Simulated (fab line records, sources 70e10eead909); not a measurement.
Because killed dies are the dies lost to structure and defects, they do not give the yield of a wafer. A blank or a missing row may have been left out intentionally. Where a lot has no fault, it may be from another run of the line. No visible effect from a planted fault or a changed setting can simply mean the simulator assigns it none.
Shared-tool check :: flow nand_harc :: 2 lots, 6 wafers sampled

== REASON IT WAS OPENED ==
At NHARC_END_SORT_01 the reading sort_bin_2_pct is flagged on 2 of 2 lots. No-fault wafers: 3.1 %, standard deviation 1.2.
Rule: a lot gets a flag if all its wafers with a number sit over 4 standard deviations from that mean, or if no wafer of it has a number. The rest of the lots are taken to be sound.

lot: L488
measured: day 26 19:24
on: prober-02
sort_bin_2_pct (%), wafer by wafer: 96.8 95.6 95.1
flag: FLAGGED

lot: L487
measured: day 27 06:40
on: prober-01
sort_bin_2_pct (%), wafer by wafer: 93.6 94.8 93.9
flag: FLAGGED
The mean of the flagged lots' numbers is 95.0 %, +91.9 % from the usual (+77 standard deviations).

== WHICH TOOL RAN EACH LOT ==
The record holds 4 process steps before the reading, out of a route of 1302 steps. Every cell lists first the tool, next ch and the chambers used by the sampled wafers, and last the start.
lot: L488
flag: FLAGGED
NHARC_A_BONDPAD_STRIP_15: rie_diel-09 ch 0,1,3, day 25 07:32
NHARC_A_BONDPAD_PRE_CLEAN_26: pvd_sputter-03, day 26 19:24 or earlier
NHARC_A_BONDPAD_PVD_17: pvd_sputter-03, day 26 19:24 or earlier
NHARC_A_BONDPAD_PVD_27: pvd_sputter-03, day 26 19:24 or earlier

lot: L487
flag: FLAGGED
NHARC_A_BONDPAD_STRIP_15: rie_diel-09 ch 0,1, day 25 22:02
NHARC_A_BONDPAD_PRE_CLEAN_26: pvd_sputter-03, day 27 06:40 or earlier
NHARC_A_BONDPAD_PVD_17: pvd_sputter-03, day 27 06:40 or earlier
NHARC_A_BONDPAD_PVD_27: pvd_sputter-03, day 27 06:40 or earlier
What these steps do:
- NHARC_A_BONDPAD_STRIP_15: strips in O2.
- NHARC_A_BONDPAD_PRE_CLEAN_26: time 30 s.
- NHARC_A_BONDPAD_PVD_17: deposits TaN, target thk 5 nm, time 8.06 s.
- NHARC_A_BONDPAD_PVD_27: deposits Cu, target thk 30 nm, time 20.49 s.
- NHARC_END_SORT_01

== FLAGGED AGAINST TOTAL, ONE TOOL AT A TIME (gauges that did the reading follow at the end) ==
step: NHARC_A_BONDPAD_STRIP_15
tool: rie_diel-09
lots run: 2
flagged: 2
share of the flagged lots: all
sound lots run after its first flagged lot: 0

step: NHARC_A_BONDPAD_PRE_CLEAN_26
tool: pvd_sputter-03
lots run: 2
flagged: 2
share of the flagged lots: all
sound lots run after its first flagged lot: 0

step: NHARC_A_BONDPAD_PVD_17
tool: pvd_sputter-03
lots run: 2
flagged: 2
share of the flagged lots: all
sound lots run after its first flagged lot: 0

step: NHARC_A_BONDPAD_PVD_27
tool: pvd_sputter-03
lots run: 2
flagged: 2
share of the flagged lots: all
sound lots run after its first flagged lot: 0

step: NHARC_END_SORT_01
tool: prober-01
lots run: 1
flagged: 1
share of the flagged lots: some
sound lots run after its first flagged lot: 0

step: NHARC_END_SORT_01
tool: prober-02
lots run: 1
flagged: 1
share of the flagged lots: some
sound lots run after its first flagged lot: 0
With no start given for some of its lots, NHARC_A_BONDPAD_PRE_CLEAN_26 uses the hours and lot order of NHARC_END_SORT_01. With no start given for some of its lots, NHARC_A_BONDPAD_PVD_17 uses the hours and lot order of NHARC_END_SORT_01. With no start given for some of its lots, NHARC_A_BONDPAD_PVD_27 uses the hours and lot order of NHARC_END_SORT_01.

== WHAT THE TABLE ALLOWS ==
4 rows of the table ran every flagged lot: rie_diel-09 at NHARC_A_BONDPAD_STRIP_15, pvd_sputter-03 at NHARC_A_BONDPAD_PRE_CLEAN_26, pvd_sputter-03 at NHARC_A_BONDPAD_PVD_17, pvd_sputter-03 at NHARC_A_BONDPAD_PVD_27.
- rie_diel-09 at NHARC_A_BONDPAD_STRIP_15 ran 2 lots, 2 of them flagged. No sound lot ran on it before its first flagged lot in this sample; the start therefore can't be narrowed down.
- pvd_sputter-03 at NHARC_A_BONDPAD_PRE_CLEAN_26 ran 2 lots, 2 of them flagged. No sound lot ran on it before its first flagged lot in this sample; the start therefore can't be narrowed down.
- pvd_sputter-03 at NHARC_A_BONDPAD_PVD_17 ran 2 lots, 2 of them flagged. No sound lot ran on it before its first flagged lot in this sample; the start therefore can't be narrowed down.
- pvd_sputter-03 at NHARC_A_BONDPAD_PVD_27 ran 2 lots, 2 of them flagged. No sound lot ran on it before its first flagged lot in this sample; the start therefore can't be narrowed down.
Because each of these 2 tools fits a fault that began at some hour, counting lots does not separate them. More lots, or a look at what each step does to the wafer, might.

== WHAT THE SIMULATOR HAD PUT IN ==
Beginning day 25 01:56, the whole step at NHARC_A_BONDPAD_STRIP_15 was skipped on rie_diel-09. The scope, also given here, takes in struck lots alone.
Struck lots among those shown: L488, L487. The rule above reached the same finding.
